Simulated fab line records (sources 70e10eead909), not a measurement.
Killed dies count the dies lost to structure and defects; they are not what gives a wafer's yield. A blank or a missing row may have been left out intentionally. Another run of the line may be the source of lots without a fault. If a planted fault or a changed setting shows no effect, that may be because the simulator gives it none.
Comparing a struck lot with a sound one || flow nand_harc || 15 out of 1302 route steps
Sound: wafers L598.2, L598.3, L598.6. The struck wafers were L617.3, L617.4, L617.5. The cause is given at the end.
Per side, at each step with rows, come the tool, then ch with its chambers, and then its first start. Under that, the readings that differ: sound wafers || struck wafers || difference of the means || sigmas: that difference in standard deviations of wafers without a fault.
alike: same words and numbers on both sides, and readings whose means sit less than 2 such deviations apart. not compared: any withheld reading, any reading some wafer has no value for, any bound like >300 that may hide the same value, and any number with overlapping values for which the record gives no deviation.
Wherever a step has rows on one side only, a row that says differs or no value, or a row with sigmas, the two part there. Numbers that have no deviation but don't overlap get no sigmas and don't part them. A reading that every wafer of one side lacks parts them only if that side has two wafers or more.

NHARC_A_DECK1_JOINT_CMP_02: polishes SiOx.
  sound on cmp-01 ch 0,1,3, day 12 19:10; struck on cmp-03 ch 2,3, day 21 08:22
  alike: motor_current_A
next, for these wafers, 1 step has no rows: NHARC_A_DECK1_JOINT_SRD_15.
NHARC_A_DECK1_JOINT_DEP_16: deposits SiO2, target thk 45 nm.
  sound on pecvd-02 ch 0,2, day 12 19:34; struck on pecvd-03 ch 0,1,2, day 21 08:50
  alike: heater_power_w, throttle_valve_pct
NHARC_A_DECK1_JOINT_THK_MEAS_17: measures by ellipsometry.
  sound on film_metro-01 at day 12 19:50; struck on film_metro-01 at day 21 09:04
  alike: thk_nm
NHARC_A_DECK1_JOINT_INSPECT_05:
  sound on defect_inspect-02 at day 12 19:53; struck on defect_inspect-02 at day 21 09:06
  alike: raw_defect_count
after that, 1 step with no rows for these wafers: NHARC_A_ONON_D2_DEP_00 (target thk 1000 nm).
NHARC_A_ONON_D2_THK_MEAS_02: measures by ellipsometry.
  sound on film_metro-02 at day 12 20:27; struck on film_metro-01 at day 21 09:40
{"reading": "thk_nm (nm)", "sound": "1025 1025 1026", "struck": "1002 1000 999", "difference": -25, "sigmas": -3}
after that, 1 step with no rows for these wafers: NHARC_A_ONON_D2_DEP_03 (target thk 1000 nm).
NHARC_A_ONON_D2_THK_MEAS_05: measures by ellipsometry.
  sound on film_metro-01 at day 12 21:01; struck on film_metro-02 at day 21 10:14
  alike: thk_nm
after that, 1 step with no rows for these wafers: NHARC_A_ONON_D2_DEP_06 (target thk 1000 nm).
NHARC_A_ONON_D2_THK_MEAS_08: measures by ellipsometry.
  sound on film_metro-01 at day 12 21:35; struck on film_metro-02 at day 21 10:49
  alike: thk_nm
NHARC_A_ONON_D2_DEP_09: target thk 1000 nm.
  sound on pecvd_onon-04 ch 0, day 12 21:42; struck on pecvd_onon-01 ch 0, day 21 10:59
NHARC_A_ONON_D2_THK_MEAS_11: measures by ellipsometry.
  sound on film_metro-02 at day 12 22:09; struck on film_metro-02 at day 21 11:22
{"reading": "thk_nm (nm)", "sound": "987 988 987", "struck": "934 935 936", "difference": -52, "sigmas": -4}
after that, 1 step with no rows for these wafers: NHARC_A_ONON_D2_DEP_12 (target thk 1000 nm).
NHARC_END_SORT_01:
  the record has rows for the sound wafers here (prober-01 ch 0, day 24 20:10) and none for the struck ones

WHERE THEY PART
Earliest at NHARC_A_ONON_D2_THK_MEAS_02; latest, in this record, at NHARC_END_SORT_01.

WHY: what the simulator had put in
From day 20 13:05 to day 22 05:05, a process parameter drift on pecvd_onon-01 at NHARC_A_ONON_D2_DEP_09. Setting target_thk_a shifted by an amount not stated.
